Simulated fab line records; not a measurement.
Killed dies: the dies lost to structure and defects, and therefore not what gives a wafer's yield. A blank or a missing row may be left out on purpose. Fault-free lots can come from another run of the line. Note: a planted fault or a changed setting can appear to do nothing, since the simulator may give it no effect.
Code-filled problem report in 8D (eight disciplines) form || flow nand_harc || the parts of the form that need people (team, actions taken, sign-off) are left out

## 1. PROBLEM STATEMENT
Mean of run_length_s at NHARC_A_CHANNEL_HOLE_D1_ETCH_38: 70.0 s across 3 wafers in 2 lots; on wafers with no fault it is 86.2 s (standard deviation 0.49). That puts it -33 standard deviations away from the usual mean.
The step: etches the open film in CF4, target depth 39 nm, time 65 s.
First seen on wafer L172.1, day 10 21:43, on rie_diel-12. At this step, 18 wafers from 6 lots have a number in the record. Rule for "out" (also "out of limits"): further than 4 standard deviations from the usual mean. Any other wafer with a number is counted as sound.

## 2. WHAT IT IS, WHAT IT ISN'T
{"question": "which readings at this step", "is": "run_length_s", "is not": "drypump_motor_current_A, oes_product_au, rf_vpp_V, showerhead_plenum_p_Torr, throttle_valve_pct"}
{"question": "which lots", "is": "L172, L174", "is not": "L162, L169, L178, L181"}
{"question": "which wafers of those lots", "is": "L172.1, L172.5, L174.1", "is not": "L172.3, L174.2, L174.6"}
{"question": "read on which tools", "is": "rie_diel-12", "is not": "rie_diel-01, rie_diel-13"}
{"question": "when", "is": "from day 10 21:43", "is not": "up to then (7 sound wafers); but 8 sound wafers of L174, L178, L181 came after"}

## 3. WHAT RULES OUT EACH SUSPECT
Counting: if a tool at a process step up to the reading ran every lot that is out, it stays a suspect. Sound lots after the first of them don't rule it out here, since some wafers of a struck lot are sound.
- rie_diel-12 at NHARC_A_CHANNEL_HOLE_D1_DESCUM_15 (chemistry O2, time 3 s): kept. It ran every lot that is out, first L172 (day 10 21:38); its last sound lot up to then is L169 (day 10 04:56).
- rie_diel-12 at NHARC_A_CHANNEL_HOLE_D1_ETCH_38 (etches the open film in CF4, target depth 39 nm, time 65 s): kept. It ran every lot that is out, first L172 (day 10 21:43); its last sound lot up to then is L169 (day 10 05:02). On those wafers its own readings are out: run_length_s.
After counting, rie_diel-12 at NHARC_A_CHANNEL_HOLE_D1_DESCUM_15 and rie_diel-12 at NHARC_A_CHANNEL_HOLE_D1_ETCH_38 remain.

## 4. THE CAUSE (what the simulator had put in)
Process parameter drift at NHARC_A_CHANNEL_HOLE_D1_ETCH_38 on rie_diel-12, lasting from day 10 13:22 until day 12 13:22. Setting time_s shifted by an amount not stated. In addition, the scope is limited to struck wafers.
This tool is one of the 2 suspects left after counting.

## 5. THE CHAIN OF EFFECTS, in route order
One row per reading whose mean, taken over the struck wafers that have a number, lies over 3 standard deviations from the usual. Only readings for which the record gives a usual standard deviation are gone through. hours: the time from each lot's start at the first step in this table that gives one to its start at this step, as a median over the lots. sigmas: the change in usual standard deviations.
{"hours": 0, "step": "NHARC_A_CHANNEL_HOLE_D1_ETCH_38", "reading": "run_length_s", "usual": "86.2 s", "on struck wafers": 70.0, "change": -16.2, "sigmas": -33}
Process steps it contains:
- NHARC_A_CHANNEL_HOLE_D1_ETCH_38: etches the open film in CF4, target depth 39 nm, time 65 s.
At these later measuring or inspecting steps, every struck wafer for which the step has a row has a number for every such reading, and none has moved that far: NHARC_END_SORT_01.

## 6. WHAT WOULD HAVE CAUGHT IT SOONER
The fault began at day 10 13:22; the first out-of-limits reading in this record came at day 10 21:43, 8 hours later.
